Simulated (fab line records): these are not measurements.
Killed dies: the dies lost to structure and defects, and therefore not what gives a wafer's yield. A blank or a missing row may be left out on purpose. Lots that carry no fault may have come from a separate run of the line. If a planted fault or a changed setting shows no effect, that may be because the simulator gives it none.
Chamber matching | flow n5Finfet | N5_BEOL_M9_CURE_71 on uvCure-03 has 3 sister chambers
The step cures SiCOH lowk, time 240 s. 6 wafers are shown with their chamber, then 12 later ones without.

== WAFERS, EACH WITH ITS CHAMBER ==
wafer  | chamber | wafer_temp_C_max | lampPowerPct (%)
L077.3 | 0       | 387.7            | 52.32
L077.4 | 0       | 387.0            | 52.27
L082.5 | 2       | 387.0            | 52.36
L082.6 | 2       | 387.7            | 52.43
L085.3 | 1       | 386.6            | 52.32
L085.6 | 1       | 386.2            | 52.34

== WAFERS WHOSE CHAMBER IS MISSING ==
wafer  | wafer_temp_C_max | lampPowerPct (%)
L088.1 | 386.2            | 52.31
L088.2 | 386.0            | 52.34
L088.4 | 386.6            | 52.30
L091.1 | 385.9            | 52.42
L091.2 | 386.5            | 52.30
L091.3 | 386.5            | 52.29
L092.4 | 387.1            | 52.26
L092.5 | 387.0            | 52.31
L092.6 | 387.7            | 52.34
L096.1 | 386.8            | 52.22
L096.2 | 386.7            | 52.36
L096.3 | 387.4            | 52.31

== WHICH CHAMBER EACH ONE RAN IN ==
wafer  | from the rows above          | in truth
L088.1 | can't be placed: 1 or 0      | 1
L088.2 | 1                            | 1
L088.4 | can't be placed: 1 or 0      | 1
L091.1 | can't be placed: 1 or 2      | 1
L091.2 | can't be placed: 1 or 0      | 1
L091.3 | can't be placed: 1 or 0      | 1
L092.4 | can't be placed: 0 or 1      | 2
L092.5 | can't be placed: 0 or 1 or 2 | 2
L092.6 | can't be placed: 0 or 2 or 1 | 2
L096.1 | can't be placed: 0 or 1      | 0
L096.2 | can't be placed: 1 or 2 or 0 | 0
L096.3 | can't be placed: 0 or 2 or 1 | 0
Correct placement for 1 of the 12. From these rows, 11 cannot be placed; in 10 the true chamber is one of the candidates. Number placed wrongly: 0.
How it was worked out, from the rows above alone: a wafer's distance from a chamber is the root of the sum, over the readings, of the square of ((its reading less the chamber's mean) divided by the reading's scatter). If the next closest chamber is less than 2 further off than the closest, the wafer can't be placed; otherwise it belongs to the closest. Each chamber's mean is taken over the wafers shown for it. The scatter: the root of (the sum of the squares of (reading less its chamber's mean) over the shown wafers, divided by (wafers less chambers)).
